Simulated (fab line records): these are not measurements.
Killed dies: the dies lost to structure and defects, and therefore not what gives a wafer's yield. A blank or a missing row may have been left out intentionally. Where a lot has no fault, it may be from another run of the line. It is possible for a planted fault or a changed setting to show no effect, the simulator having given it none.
fab line records	flow nand-harc
[record] lots = 12	wafers = 36	last-day = 24
route steps=1159 shown A_SOURCE_PLATE@423 A_ONON_D1@446 A_CHANNEL_HOLE_D1@450 END@1159
lots that met no fault: from a run of the same line without faults
start-h: hours from the record's first day to the start of the lot's first wafer shown	wait-h: hours elapsed since this lot's preceding step	" identical to the entry in the row above	L1.1+2: one row covering several wafers at once	- no value present, or no start provided	* or withheld: withheld	< > ~ a bound
route shown NAME@n: names a module that has steps shown in the file, with the first one's number in the route	usual: average and standard deviation across the fault-free wafers	same: alike in all rows	chamber/n: place in a boat	sites: each site's reading	_std_site: standard deviation across them	_edge_site: inner sites' mean taken away from outer sites' mean	radius-mm: how far each site lies from the wafer's centre	mask NAME#n: copy n	behind: tool/chamber where the wafer was last shaped	hold: why the lot went on hold/how many hours it stayed there/how the hold came to an end	device: which transistor (n, p or np) failed to switch	end of line: the same wafers' tests at the end of the route	a step given without rows: its recipe and nothing more	killed: dies that structure and defects cost at the first sort, which is not the same as the wafer's yield	map: the dies of a wafer, with x for killed, . for not killed, _ for no die there
set.NAME: the run value of the setting; set.NAME@STEP: its run value at that earlier step	model.NAME: the simulator's own value behind a step, which no gauge read
one table for each step of the route and one row for each wafer, over a sample of lots
services: when a tool's chamber went out of use (start-h, in hours from the record's first day, below 0 if earlier), for how many hours, and the reason
[[steps]]
[step NHARC_A_SOURCE_PLATE_INSPECT_08]
[usual] raw-defect-count = 60/24
lot.wafer	tool	chamber	start-h	wait-h	raw-defect-count
L490.4	defect-inspect-02	-	156.65	0.0	109
L490.5	"	-	"	"	104
L490.6	"	-	"	"	121
L492.3	defect-inspect-02	-	176.71	0.0	48
L492.5	"	-	"	"	46
L492.6	"	-	"	"	47
L493.1	defect-inspect-01	-	176.71	0.0	122
L493.2	"	-	"	"	35
L493.4	"	-	"	"	53
L499.4	defect-inspect-02	-	214.37	0.0	28
L499.5	"	-	"	"	51
L499.6	"	-	"	"	87
L504.1	defect-inspect-01	-	232.87	0.0	110
L504.3	"	-	"	"	57
L504.6	"	-	"	"	50
L502.1	defect-inspect-02	-	238.16	0.0	52
L502.3	"	-	"	"	104
L502.6	"	-	"	"	85
L506.1	defect-inspect-02	-	244.79	0.0	46
L506.4	"	-	"	"	42
L506.5	"	-	"	"	41
L505.4	defect-inspect-01	-	244.79	0.0	42
L505.5	"	-	"	"	40
L505.6	"	-	"	"	37
L510.1	defect-inspect-02	-	281.20	0.0	79
L510.2	"	-	"	"	41
L510.4	"	-	"	"	36
L511.3	defect-inspect-01	-	281.20	0.0	67
L511.4	"	-	"	"	28
L511.6	"	-	"	"	25
L512.1	defect-inspect-01	-	281.20	0.0	68
L512.2	"	-	"	"	46
L512.6	"	-	"	"	58
L513.1	defect-inspect-01	-	304.48	0.0	30
L513.2	"	-	"	"	54
L513.4	"	-	"	"	29
[step NHARC_A_ONON_D1_DEP_33]
[recipe] target-thk-a = 2000	temp-c = 400	pressure-torr = 6.5	rf-w = 900	teos-flow-sccm = 161.4	flow-sccm = 2650	target-thk-nm = 200	gas = O2	material = SiO2
[usual] heater-power-w = 515/77	mfc-precursor-sccm = 161.4/0.45	throttle-valve-pct = 15.8/0.43
lot.wafer	tool	chamber	start-h	wait-h	heater-power-w	mfc-precursor-sccm	throttle-valve-pct
L490.5	pecvd-01	2	169.07	0.2	535	162.0	16.7
L490.6	"	0	"	"	516	161.0	15.7
L490.4	"	1	"	"	490	162.1	16.5
L493.2	pecvd-01	2	189.08	0.1	597	161.5	16.6
L493.1	"	0	"	"	481	161.2	15.6
L493.4	"	1	"	"	569	161.1	16.4
L492.3	pecvd-02	2	189.13	0.1	540	162.4	15.4
L492.5	"	0	"	"	427	161.4	15.6
L492.6	"	2	"	"	532	161.8	15.1
L499.4	pecvd-01	0	227.50	0.2	527	235.4	16.6
L499.6	"	1	"	"	554	235.2	17.5
L499.5	"	2	"	"	635	234.4	17.6
L504.3	pecvd-03	2	250.19	0.1	723	161.3	15.8
L504.1	"	1	"	"	470	161.0	15.5
L504.6	"	2	"	"	711	161.2	15.8
L502.1	pecvd-01	2	250.40	0.1	587	235.0	16.6
L502.3	"	0	"	"	429	236.1	16.4
L502.6	"	1	"	"	522	234.9	17.0
L506.1	pecvd-02	2	257.63	0.1	582	161.1	15.4
L506.4	"	1	"	"	545	161.5	15.8
L506.5	"	0	"	"	404	161.0	15.7
L505.5	pecvd-03	0	257.71	0.2	558	161.6	15.9
L505.4	"	1	"	"	513	161.9	15.6
L505.6	"	2	"	"	669	161.9	15.9
L510.1	pecvd-02	1	293.52	0.1	551	162.5	16.0
L510.2	"	0	"	"	402	161.1	15.7
L510.4	"	1	"	"	538	161.8	15.7
L512.2	pecvd-02	0	293.97	0.4	346	161.3	15.8
L512.1	"	2	"	"	535	161.1	15.5
L512.6	"	0	"	"	351	161.4	15.6
L511.3	pecvd-02	2	294.29	0.5	461	160.1	15.5
L511.4	"	1	"	"	561	161.6	15.5
L511.6	"	0	"	"	326	161.0	15.6
L513.2	pecvd-03	0	316.94	0.2	532	161.6	16.1
L513.1	"	2	"	"	652	161.3	15.4
L513.4	"	2	"	"	641	160.3	15.0
[step NHARC_A_ONON_D1_THK_MEAS_34]
[recipe] thk-meas-gauge = ellipsometry
[usual] thk-nm = 199.4/2.7
lot.wafer	tool	chamber	start-h	wait-h	hold	thk-nm
L490.4	film-metro-02	-	169.35	-	-	203.8
L490.5	"	-	"	"	-	198.5
L490.6	"	-	"	"	-	203.5
L493.1	film-metro-01	-	189.45	-	-	200.8
L493.2	"	-	"	"	-	197.4
L493.4	"	-	"	"	-	198.4
L492.3	film-metro-02	-	189.46	-	-	199.6
L492.5	"	-	"	"	-	203.5
L492.6	"	-	"	"	-	200.9
L499.4	film-metro-02	-	227.78	-	await-dispo/0.2h/release	291.7
L499.5	"	-	"	"	await-dispo/0.2h/release	294.0
L499.6	"	-	"	"	await-dispo/0.2h/release	292.9
L499.4	film-metro-02	-	227.95	0.2	-	291.5
L499.5	"	-	"	"	-	292.0
L499.6	"	-	"	"	-	293.5
L504.1	film-metro-02	-	250.60	-	-	194.8
L504.3	"	-	"	"	-	196.5
L504.6	"	-	"	"	-	201.0
L502.1	film-metro-02	-	250.76	-	await-dispo/0.2h/release	283.7
L502.3	"	-	"	"	await-dispo/0.2h/release	286.2
L502.6	"	-	"	"	await-dispo/0.2h/release	291.4
L502.1	film-metro-02	-	250.93	0.2	-	287.8
L502.3	"	-	"	"	-	286.4
L502.6	"	-	"	"	-	291.8
L505.4	film-metro-02	-	258.02	-	-	200.8
L505.5	"	-	"	"	-	199.3
L505.6	"	-	"	"	-	199.7
L506.1	film-metro-01	-	258.03	-	-	196.8
L506.4	"	-	"	"	-	200.3
L506.5	"	-	"	"	-	198.9
L510.1	film-metro-01	-	293.94	-	-	196.4
L510.2	"	-	"	"	-	198.1
L510.4	"	-	"	"	-	200.8
L512.1	film-metro-01	-	294.39	-	-	194.2
L512.2	"	-	"	"	-	199.1
L512.6	"	-	"	"	-	199.0
L511.3	film-metro-01	-	294.66	-	-	197.1
L511.4	"	-	"	"	-	200.2
L511.6	"	-	"	"	-	199.3
L513.1	film-metro-01	-	317.35	-	-	200.4
L513.2	"	-	"	"	-	199.1
L513.4	"	-	"	"	-	204.0
[step NHARC_A_CHANNEL_HOLE_D1_DEP_00]
[recipe] target-thk-a = 31000	temp-c = 400	material = aC
[usual] throttle-valve-pct = 35.001/0.0091
lot.wafer	tool	chamber	start-h	wait-h	throttle-valve-pct
L490.4	acl-dep-03	0	171.00	1.6	34.990
L490.5	"	0	"	"	35.003
L490.6	"	0	"	"	35.007
L493.1	acl-dep-02	0	189.58	0.1	35.007
L493.2	"	0	"	"	34.992
L493.4	"	0	"	"	35.002
L492.3	acl-dep-01	0	190.24	0.7	35.010
L492.5	"	0	"	"	34.996
L492.6	"	0	"	"	35.004
L499.4	acl-dep-02	0	235.48	1.0	35.009
L499.5	"	0	"	"	34.987
L499.6	"	0	"	"	35.000
L504.1	acl-dep-01	0	251.39	0.7	34.992
L504.3	"	0	"	"	34.992
L504.6	"	0	"	"	35.003
L505.4	acl-dep-01	0	259.11	1.0	34.998
L505.5	"	0	"	"	35.001
L505.6	"	0	"	"	35.001
L502.1	acl-dep-02	0	259.31	0.2	34.993
L502.3	"	0	"	"	35.010
L502.6	"	0	"	"	34.999
L506.1	acl-dep-02	0	259.31	1.2	35.006
L506.4	"	0	"	"	34.995
L506.5	"	0	"	"	34.992
L510.1	acl-dep-03	0	294.96	0.9	35.012
L510.2	"	0	"	"	34.999
L510.4	"	0	"	"	34.998
L512.1	acl-dep-03	0	296.84	2.4	34.990
L512.2	"	0	"	"	35.016
L512.6	"	0	298.42	3.9	35.009
L511.3	acl-dep-02	0	297.65	2.9	34.992
L511.4	"	0	"	"	34.991
L511.6	"	0	"	"	34.997
L513.1	acl-dep-02	0	317.51	0.1	35.000
L513.2	"	0	"	"	35.006
L513.4	"	0	"	"	34.994
[step NHARC_A_CHANNEL_HOLE_D1_ETCH_39]
[recipe] target-depth-a = 2600	over-etch-frac = 0.3	time-s = 325	ion-energy-ev = 200	n2-flow-sccm = 150	h2-flow-sccm = 150	ar-flow-sccm = 0	rf-w = 400	bias-w = 150	chemistry = N2/H2
[usual] drypump-motor-current-A = 5.5/0.46	oes-product-au = 1.001/0.011	rf-vpp-V = 431.5/2.1	showerhead-plenum-p-Torr = 2.08/0.071	throttle-valve-pct = 14.171/0.0095
lot.wafer	tool	chamber	start-h	wait-h	drypump-motor-current-A	oes-product-au	rf-hours-counter-h	rf-vpp-V	showerhead-plenum-p-Torr	throttle-valve-pct
L490.4	rie-diel-13	1	-	-	5.8	1.009	4	432.1	2.10	14.176
L490.5	"	2	"	"	5.5	0.973	-	432.3	2.12	14.163
L490.6	"	3	"	"	5.9	1.008	-	430.3	2.01	14.166
L493.4	rie-diel-13	0	-	-	4.9	1.012	3	434.1	2.15	14.152
L493.1	"	2	"	"	5.5	0.976	5	432.1	2.12	14.168
L493.2	"	3	"	"	5.9	1.003	4	432.0	2.01	14.171
L492.3	rie-diel-01	0	-	-	5.1	0.987	3	429.7	1.99	14.160
L492.5	"	0	"	"	5.1	0.986	-	428.6	1.99	14.181
L492.6	"	1	"	"	6.5	0.990	-	432.7	2.10	14.167
L499.4	rie-diel-13	0	-	-	4.9	1.012	7	432.6	2.15	14.159
L499.6	"	1	"	"	5.8	1.003	-	432.7	2.10	14.173
L499.5	"	2	"	"	5.5	0.974	-	433.0	2.12	14.163
L504.1	rie-diel-01	0	-	-	5.1	0.997	10	428.8	1.98	14.180
L504.3	"	2	"	"	5.3	0.991	10	432.4	2.12	14.167
L504.6	"	2	"	"	5.3	0.992	-	433.5	2.12	14.168
L505.4	rie-diel-01	2	-	-	5.3	1.002	11	433.0	2.12	14.180
L505.6	"	3	"	"	5.2	0.997	-	429.1	2.00	14.156
L505.5	"	0	"	"	5.1	0.992	-	428.7	1.98	14.191
L502.1	rie-diel-11	2	-	-	4.7	1.006	4	427.8	1.95	14.169
L502.3	"	0	"	"	5.6	1.011	4	433.6	2.18	14.168
L502.6	"	2	"	"	4.7	0.991	-	426.8	1.95	14.158
L506.1	rie-diel-11	0	-	-	5.6	1.003	5	434.4	2.18	14.174
L506.4	"	1	"	"	5.8	1.023	5	428.4	1.98	14.182
L506.5	"	0	"	"	5.6	1.005	-	434.4	2.18	14.178
L510.2	rie-diel-01	1	298.04	0.1	6.5	1.001	11	434.8	2.09	14.181
L510.1	"	3	"	"	5.2	0.991	13	428.6	2.00	14.167
L510.4	"	1	"	"	6.5	1.003	-	433.5	2.09	14.202
L512.1	rie-diel-13	3	-	-	5.9	1.007	0	428.9	2.01	14.162
L512.2	"	0	"	"	4.9	1.005	0	435.5	2.15	14.168
L512.6	"	2	"	"	5.5	0.979	-	434.2	2.12	14.161
L511.3	rie-diel-11	3	-	-	5.3	1.010	7	433.3	2.15	14.165
L511.4	"	1	"	"	5.8	1.015	7	429.9	1.98	14.180
L511.6	"	0	"	"	5.6	1.009	-	434.3	2.18	14.170
L513.1	rie-diel-13	0	-	-	4.9	1.002	1	432.7	2.15	14.159
L513.2	"	1	"	"	5.8	0.995	2	432.2	2.09	14.162
L513.4	"	3	"	"	5.9	0.997	1	429.3	2.01	14.168
[step NHARC_END_SORT_01]
[recipe] temp-c = 25
[usual] killed-at-array = 28/10	killed-at-other = 0.5/0.82	killed-at-periphery = 3.4/2.2	killed-dies = 31/10	killed-open = 3.4/1.9	killed-short = 1.9/1.3
[same] gross-dies = 677
lot.wafer	tool	chamber	start-h	wait-h	killed-at-array	killed-at-other	killed-at-periphery	killed-dies	killed-open	killed-short
L502.3	prober-02	0	556.80	3.1	36	0	4	40	7	2
L502.6	prober-02	0	559.16	3.9	34	0	3	37	7	3
// killed by level:class
L502.3 A_CHANNEL_HOLE_D1:chamber-film-flake=19 A_BLC:chamber-film-flake=4 A_CONTACT:chamber-film-flake=3 A_CHANNEL_FILL_D1:geometric-particle:open=2 A_CONTACT:geometric-particle:open=2 A_M0:geometric-particle:open=2 A_STAIRCASE:chamber-film-flake=2 P_CONTACT:geometric-particle:open=1
L502.6 A_CHANNEL_HOLE_D1:chamber-film-flake=14 A_CONTACT:chamber-film-flake=5 A_STAIRCASE:chamber-film-flake=4 A_CONTACT:geometric-particle:open=2 A_BLC:chamber-film-flake=2 P_GATE:geometric-particle:open=1 P_M0:geometric-particle:open=1 A_SOURCE_PLATE:geometric-particle:open=1
[[services]]
tool	chamber	start-h	hours	kind
pecvd-02	-	153.22	13.0	pm
pecvd-02	0	153.22	13.0	vent-cycle
pecvd-02	1	153.22	13.0	vent-cycle
pecvd-02	2	153.22	13.0	vent-cycle
rie-diel-13	0	157.00	-	clean
rie-diel-13	1	157.00	-	clean
rie-diel-13	2	157.00	-	clean
rie-diel-13	3	159.07	8.3	repair
acl-dep-02	-	169.33	13.0	pm
rie-diel-11	3	189.28	12.8	repair
rie-diel-11	-	189.50	9.0	pm
rie-diel-11	-	212.41	1.0	repair
rie-diel-13	3	218.81	6.7	repair
acl-dep-03	-	224.48	13.0	pm
pecvd-01	-	237.19	13.0	pm
rie-diel-01	1	242.32	12.9	repair
pecvd-03	0	264.62	6.3	repair
rie-diel-13	-	276.00	9.0	pm
pecvd-03	-	292.16	13.0	pm
acl-dep-01	-	295.04	13.0	pm
rie-diel-01	0	295.76	3.9	repair
rie-diel-01	2	297.29	9.3	repair
pecvd-01	2	314.69	31.1	repair
rie-diel-01	-	314.92	9.0	pm
[[key]]
[first-sign] step = NHARC_A_ONON_D1_DEP_33	reading = mfc-precursor-sccm	direction = up	sigmas = 99+	usual = 161.4	struck = 235.2
[effect] step = NHARC_A_ONON_D1_THK_MEAS_34	reading = visit	direction = added
[effect] step = NHARC_A_ONON_D1_THK_MEAS_34	reading = thk-nm	direction = up	sigmas = 34	usual = 199.4	struck = 290.0
met-at NHARC_A_ONON_D1_DEP_33
struck-lots L499,L502
tester-left-out L499,L502
not-acting-at NHARC_A_SOURCE_PLATE_INSPECT_08,NHARC_A_CHANNEL_HOLE_D1_DEP_00,NHARC_A_CHANNEL_HOLE_D1_ETCH_39
onset-between 189.08 227.50
[fault] kind = process-parameter-drift	tool = pecvd-01	chamber = -	onset-h = 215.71	steps = NHARC_A_ONON_D1_DEP_33	channel = teos-flow-sccm	offset = *	shape = step	end-h = 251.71	acts-in = *	stated = *
// tester-left-out: of these lots the tester's yield and bins aren't shown, on N5 and GAA mostly nor the transistor test; their killed dies are dies lost to structure and defects alone, not to doping, threshold or leakage, so they don't give the yield
